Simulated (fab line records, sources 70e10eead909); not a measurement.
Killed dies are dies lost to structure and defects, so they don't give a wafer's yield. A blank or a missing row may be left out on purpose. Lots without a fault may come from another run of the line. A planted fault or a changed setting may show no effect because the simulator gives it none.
Which tool did it? | flow nand_harc | 12 lots, 36 wafers sampled, at 1 step of a route of 1159

WHAT THE GAUGES READ, wafer by wafer
NHARC_P_GATE_CD_MEAS_46: target cd 720 nm.
lot  | measured     | on        | cd_nm (nm)
L075 | day 5 13:13  | cd_sem-03 | 723.3 718.8 715.7
L077 | day 6 04:52  | cd_sem-01 | 720.9 721.3 717.2
L079 | day 6 10:32  | cd_sem-02 | 719.0 721.0 715.4
L082 | day 7 02:34  | cd_sem-03 | 723.2 720.4 716.0
L083 | day 7 10:35  | cd_sem-01 | 721.4 725.8 717.4
L085 | day 8 02:11  | cd_sem-02 | 722.6 715.8 722.2
L087 | day 8 11:35  | cd_sem-02 | 721.5 722.5 718.5
L089 | day 8 19:10  | cd_sem-02 | 719.6 722.1 719.0
L091 | day 9 07:37  | cd_sem-02 | 721.8 722.2 720.3
L092 | day 10 01:49 | cd_sem-02 | 720.5 719.6 719.7
L095 | day 10 12:46 | cd_sem-03 | 720.4 720.9 721.9
L097 | day 11 03:07 | cd_sem-03 | 720.3 718.8 717.8

WHICH TOOL RAN EACH LOT (tool, then ch and the chambers of the sampled wafers, then the start)
The record holds no process step before these readings.

THE ANSWER, worked out from the rows above alone
Rule: what is usual is taken from the lots themselves. Put in order of their means at a reading, lots are off if they are a third of the lots or fewer, leave a main group of 4 or more, and stand apart from it by a gap of 3 or more times the standard deviation of the main group's means; of several such gaps the widest counts. A main group whose means are all the same, to the digits that the tables above print for the reading, isn't used. A lot without any number at a reading at which 4 lots or more have one is off too. The other lots that the step has rows for count as sound.
No lot is off at any reading shown: from this, nothing can be told.

WHAT THE SIMULATOR HAD PUT IN
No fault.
